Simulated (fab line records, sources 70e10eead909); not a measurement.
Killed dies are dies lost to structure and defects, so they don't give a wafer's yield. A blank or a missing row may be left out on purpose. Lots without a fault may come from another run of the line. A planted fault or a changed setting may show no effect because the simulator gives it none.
A struck lot beside a sound one | flow nand_harc | 45 steps out of a route of 1159
Sound: wafers L579.2, L579.3, L579.6. Struck: wafer L585.5. The cause comes at the end.
At each step with rows: each side's tool, then ch and its chambers, then its first start. Under that, the readings that differ: sound wafers | struck wafers | difference of the means | sigmas: that difference in standard deviations of wafers without a fault.
alike: readings whose means differ by less than 2 such deviations, and words and numbers that are the same on both sides. not compared: withheld readings, readings that some wafer has no value for, bounds like >300 that may hide the same value, and numbers for which the record gives no deviation and whose values overlap.
The two part at a step that has a row with sigmas, a row that says differs or no value, or rows on one side only. Numbers that don't overlap but have no deviation are shown without sigmas and don't part them. A reading that every wafer of one side lacks parts them only if that side has two wafers or more.

first, 6 steps without rows for these wafers: NHARC_P_GATE_COAT_40; NHARC_P_GATE_SOFTBAKE_41 (time 95 s); NHARC_P_GATE_EBR_42; NHARC_P_GATE_EXPOSE_43 (exposes mask P NSD, target cd 720 nm); NHARC_P_GATE_PEB_44 (peb time 85 s); NHARC_P_GATE_DEVELOP_45 (time 70 s).
NHARC_P_GATE_CD_MEAS_46: target cd 720 nm.
  sound on cd_sem-03 ch 0, day 7 03:29; struck on cd_sem-02 ch 0, day 8 09:11
  alike: cd_nm
then, 3 steps without rows for these wafers: NHARC_P_GATE_HARDBAKE_47 (time 80 s); NHARC_P_GATE_DESCUM_48 (chemistry O2, time 3 s); NHARC_P_GATE_IMPLANT_49.
NHARC_P_GATE_STRIP_111: strips in N2/H2, time 250 s.
  sound on plasma_asher-02 ch 0,1, day 7 04:05; struck on plasma_asher-01 ch 0, day 8 09:56
  reading                     | sound       | struck | difference | sigmas
  drypump_motor_current_A (A) | 6.2 6.2 5.9 | 4.9    | -1.2       | -3
  alike: heater_power_w
  not compared: rf_hours_counter_h
then, 1 step without rows for these wafers: NHARC_P_GATE_STRIP_75 (strips in O2).
NHARC_P_GATE_STRIP_50: strips in SPM, time 900 s.
  sound on wet_bench-06 ch 1,2,7, day 7 04:29; struck on wet_bench-06 ch 5, day 8 10:08
then, 8 steps without rows for these wafers: NHARC_P_GATE_DEHYDRATE_51 (time 120 s); NHARC_P_GATE_HMDS_52 (time 30 s); NHARC_P_GATE_COAT_53; NHARC_P_GATE_SOFTBAKE_54 (time 95 s); NHARC_P_GATE_EBR_55; NHARC_P_GATE_EXPOSE_56 (exposes mask P PSD, target cd 720 nm); NHARC_P_GATE_PEB_57 (peb time 85 s); NHARC_P_GATE_DEVELOP_58 (time 70 s).
NHARC_P_GATE_CD_MEAS_59: target cd 720 nm.
  sound on cd_sem-01 ch 0, day 7 05:16; struck on cd_sem-01 ch 0, day 8 10:55
  alike: cd_nm
then, 4 steps without rows for these wafers: NHARC_P_GATE_HARDBAKE_60 (time 80 s); NHARC_P_GATE_DESCUM_61 (chemistry O2, time 3 s); NHARC_P_GATE_IMPLANT_62; NHARC_P_GATE_STRIP_112 (strips in N2/H2, time 200 s).
NHARC_P_GATE_STRIP_76: strips in O2.
  sound on plasma_asher-01 ch 0,1, day 7 06:04; struck on plasma_asher-01 ch 1, day 8 11:45
  alike: drypump_motor_current_A, heater_power_w
  not compared: rf_hours_counter_h
then, 9 steps without rows for these wafers: NHARC_P_GATE_STRIP_63 (strips in SPM, time 900 s); NHARC_P_GATE_DEHYDRATE_83 (time 120 s); NHARC_P_GATE_HMDS_84 (time 30 s); NHARC_P_GATE_COAT_85; NHARC_P_GATE_SOFTBAKE_86 (time 95 s); NHARC_P_GATE_EBR_87; NHARC_P_GATE_EXPOSE_88 (exposes mask P HVN, target cd 2000 nm); NHARC_P_GATE_PEB_89 (peb time 85 s); NHARC_P_GATE_DEVELOP_90 (time 70 s).
NHARC_P_GATE_CD_MEAS_91: target cd 2000 nm.
  sound on cd_sem-02 ch 0, day 7 06:59; struck on cd_sem-02 ch 0, day 8 12:30
  alike: cd_nm
then, 1 step without rows for these wafers: NHARC_P_GATE_HARDBAKE_92 (time 80 s).
NHARC_P_GATE_DESCUM_93: chemistry O2, time 3 s.
  sound on rie_diel-03 ch 1, day 7 07:08; struck on rie_diel-13 ch 3, day 8 12:42
  reading               | sound             | struck | difference | sigmas
  oes_product_au (a.u.) | 1.011 1.007 1.011 | 0.972  | -0.038     | -3
  alike: drypump_motor_current_A, rf_vpp_V, showerhead_plenum_p_Torr, throttle_valve_pct
  not compared: rf_hours_counter_h
then, 1 step without rows for these wafers: NHARC_P_GATE_IMPLANT_94.
NHARC_P_GATE_STRIP_113: strips in N2/H2, time 740 s.
  sound on plasma_asher-02 ch 0, day 7 07:46; struck on plasma_asher-01 ch 0, day 8 13:38
  reading                     | sound       | struck | difference | sigmas
  drypump_motor_current_A (A) | 6.2 6.2 6.2 | 4.9    | -1.3       | -3
  alike: heater_power_w
  not compared: rf_hours_counter_h
NHARC_P_GATE_STRIP_95: strips in O2.
  sound on plasma_asher-02 ch 0, day 7 08:22; struck on plasma_asher-01 ch 0
  reading                     | sound       | struck | difference | sigmas
  drypump_motor_current_A (A) | 6.2 6.2 6.2 | 5.0    | -1.2       | -3
  alike: heater_power_w
  not compared: rf_hours_counter_h
NHARC_P_GATE_INSPECT_68:
  sound on defect_inspect-02, day 7 10:12; struck on defect_inspect-02, day 8 15:58
  reading          | sound       | struck | difference | sigmas
  raw_defect_count | 178 162 193 | 452    | +274       | +5
  not compared: hold
NHARC_P_CONTACT_DEP_30: deposits SiNx, target thk 30 nm.
  sound on pecvd-01 ch 0,1, day 7 10:16; struck on pecvd-04 ch 0, day 8 17:20
  reading | sound | struck                   | difference                   | sigmas
  hold    | - - - | await_dispo/1.2h/release | no value on the sound wafers |
  alike: heater_power_w
  not compared: since_wet_clean_h
-- the record jumps here: 16 days lie between the struck wafers' starts before and after (it left off in module P_CONTACT and takes up again in module END, whose first step shown is number 1159 of the route) --
NHARC_END_SORT_01:
  the record has rows for the struck wafers here (prober-01 ch 0, day 24 16:22) and none for the sound ones

WHERE THEY PART
First at NHARC_P_GATE_STRIP_111; last, within this record, at NHARC_END_SORT_01.

WHY: what the simulator had put in
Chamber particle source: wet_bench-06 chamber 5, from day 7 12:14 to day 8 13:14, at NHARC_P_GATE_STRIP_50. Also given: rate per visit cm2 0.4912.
